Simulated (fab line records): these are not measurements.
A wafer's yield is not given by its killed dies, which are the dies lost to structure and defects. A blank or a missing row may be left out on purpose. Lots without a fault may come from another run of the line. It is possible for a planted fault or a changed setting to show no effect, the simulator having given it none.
Chamber matching + flow nand_harc + rie_diel-11 running NHARC_A_STAIRCASE_DESCUM_186: 4 sister chambers
The step chemistry O2, time 3 s. 14 wafers are shown with their chamber, then 7 later ones without.

== WAFERS PAIRED WITH THEIR CHAMBERS ==
| wafer  | chamber | showerhead_plenum_p_Torr (Torr) | rf_vpp_V (V) | oes_product_au (a.u.) |
|--------|---------|---------------------------------|--------------|-----------------------|
| L077.1 | 2       | 1.97                            | 58.7         | 1.010                 |
| L077.3 | 3       | 1.90                            | 58.2         | 0.996                 |
| L077.4 | 1       | 2.00                            | 59.0         | 0.997                 |
| L077.2 | 0       | 1.98                            | 58.7         | 0.997                 |
| L077.5 | 2       | 1.97                            | 58.5         | 1.005                 |
| L077.6 | 3       | 1.90                            | 56.4         | 0.997                 |
| L082.2 | 3       | 1.89                            | 57.4         | 0.996                 |
| L082.4 | 2       | 1.96                            | 57.1         | 0.997                 |
| L082.6 | 0       | 1.97                            | 58.9         | 0.998                 |
| L084.1 | 3       | 1.89                            | 56.6         | 1.004                 |
| L084.2 | 1       | 1.99                            | 58.5         | 1.002                 |
| L084.4 | 2       | 1.96                            | 58.1         | 1.016                 |
| L087.1 | 0       | 1.97                            | 58.7         | 0.996                 |
| L087.2 | 2       | 1.96                            | 59.1         | 1.009                 |

SIGNATURES (averages over the wafers above)
| reading                  | chamber 0 | chamber 1 | chamber 2 | chamber 3 | scatter within a chamber |
|--------------------------|-----------|-----------|-----------|-----------|--------------------------|
| showerhead_plenum_p_Torr | 1.9733    | 1.9950    | 1.9640    | 1.8950    | 0.0058                   |
| rf_vpp_V                 | 58.767    | 58.750    | 58.300    | 57.150    | 0.671                    |
| oes_product_au           | 0.99700   | 0.99950   | 1.00740   | 0.99825   | 0.00506                  |
Rule: a wafer lies at a distance from a chamber equal to the root of the sum of squares, over the readings, of (its reading less the chamber's mean, divided by the reading's scatter). If the next closest chamber is less than 2 further off than the closest, the wafer can't be placed; otherwise it belongs to the closest. The scatter: take each reading less its chamber's mean, square it, sum over the shown wafers, divide by the number of wafers less the number of chambers, and take the root.

== WAFERS WITH NO CHAMBER GIVEN ==
| wafer  | showerhead_plenum_p_Torr (Torr) | rf_vpp_V (V) | oes_product_au (a.u.) |
|--------|---------------------------------|--------------|-----------------------|
| L087.3 | 1.89                            | 57.3         | 1.000                 |
| L090.2 | 1.88                            | 58.0         | 0.994                 |
| L090.5 | 1.88                            | 58.5         | 1.000                 |
| L090.6 | 1.95                            | 57.4         | 1.012                 |
| L095.1 | 1.88                            | 55.7         | 0.997                 |
| L095.4 | 1.95                            | 57.6         | 1.012                 |
| L095.5 | 1.88                            | 56.9         | 0.994                 |

== WHICH CHAMBER EACH ONE RAN IN ==
| wafer  | from the rows above | in truth |
|--------|---------------------|----------|
| L087.3 | 3                   | 3        |
| L090.2 | 3                   | 3        |
| L090.5 | 3                   | 3        |
| L090.6 | 2                   | 2        |
| L095.1 | 3                   | 3        |
| L095.4 | 2                   | 2        |
| L095.5 | 3                   | 3        |
7 of 7 placed correctly. Can't be placed from these rows: 0. Number placed wrongly: 0.
